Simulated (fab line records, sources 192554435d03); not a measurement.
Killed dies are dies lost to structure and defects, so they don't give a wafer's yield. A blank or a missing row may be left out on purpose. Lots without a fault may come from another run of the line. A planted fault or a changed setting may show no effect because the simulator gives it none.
Chamber matching | flow n5_finfet | N5_ILD0_CMP_12 on cmp-02: 4 sister chambers
The step polishes SiNx, stops on poly-Si, t overpolish 6 s, target thk 17.67 nm. 4 wafers are shown with their chamber, then 8 later ones without.

WAFERS WITH THEIR CHAMBER
wafer  | chamber | motor_current_A (A)
L790.1 | 0       | 9.0
L795.3 | 1       | 9.3
L795.5 | 3       | 10.1
L796.1 | 2       | 8.0

WAFERS WITHOUT THEIR CHAMBER
wafer  | motor_current_A (A)
L796.3 | 9.7
L796.5 | 9.7
L797.3 | 8.7
L797.5 | 7.8
L797.6 | 9.8
L803.1 | 7.6
L803.2 | 9.0
L803.5 | 8.9

WHICH CHAMBER EACH WENT THROUGH
wafer  | from the rows above          | in truth
L796.3 | can't be placed: 1 or 3 or 0 | 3
L796.5 | can't be placed: 1 or 3 or 0 | 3
L797.3 | can't be placed: 0 or 1 or 2 | 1
L797.5 | 2                            | 2
L797.6 | can't be placed: 3 or 1 or 0 | 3
L803.1 | 2                            | 2
L803.2 | can't be placed: 0 or 1      | 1
L803.5 | can't be placed: 0 or 1      | 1
Placed correctly: 2 of 8. Can't be placed from these rows: 6 (the true chamber is among the candidates in 6). Placed wrongly: 0.
How it was worked out, from the rows above alone: a wafer's distance from a chamber is the root of the sum, over the readings, of the square of ((its reading less the chamber's mean) divided by the reading's scatter). The wafer belongs to the nearest chamber; if the next one is less than 2 further off, it can't be placed. A chamber's mean is the mean of its shown wafers. The scatter: with one shown wafer a chamber, the root of the mean of the squares of how far each hidden wafer lies from its nearest shown one.
